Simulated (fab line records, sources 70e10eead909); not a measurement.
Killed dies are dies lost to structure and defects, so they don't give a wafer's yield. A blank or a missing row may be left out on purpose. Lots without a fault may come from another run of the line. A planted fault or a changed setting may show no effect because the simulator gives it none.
Chamber matching | flow nand_harc | NHARC_A_SGD_CUT_DEP_00 on pecvd-03: 3 sister chambers
The step deposits SiNx, target thk 50 nm. 3 wafers are shown with their chamber, then 7 later ones without.

WAFERS WITH THEIR CHAMBER
wafer  | chamber | heater_power_w (W)
L253.3 | 0       | 533
L262.1 | 1       | 738
L262.3 | 2       | 819

WAFERS WITHOUT THEIR CHAMBER
wafer  | heater_power_w (W)
L262.6 | 750
L268.2 | 457
L268.4 | 787
L268.5 | 460
L267.2 | 695
L267.3 | 643
L267.5 | 645

WHICH CHAMBER EACH WENT THROUGH
wafer  | from the rows above          | in truth
L262.6 | can't be placed: 1 or 2      | 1
L268.2 | 0                            | 0
L268.4 | can't be placed: 2 or 1      | 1
L268.5 | 0                            | 0
L267.2 | can't be placed: 1 or 2 or 0 | 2
L267.3 | can't be placed: 1 or 0 or 2 | 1
L267.5 | can't be placed: 1 or 0 or 2 | 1
Placed correctly: 2 of 7. Can't be placed from these rows: 5 (the true chamber is among the candidates in 5). Placed wrongly: 0.
How it was worked out, from the rows above alone: a wafer's distance from a chamber is the root of the sum, over the readings, of the square of ((its reading less the chamber's mean) divided by the reading's scatter). The wafer belongs to the nearest chamber; if the next one is less than 2 further off, it can't be placed. A chamber's mean is the mean of its shown wafers. The scatter: with one shown wafer a chamber, the root of the mean of the squares of how far each hidden wafer lies from its nearest shown one.
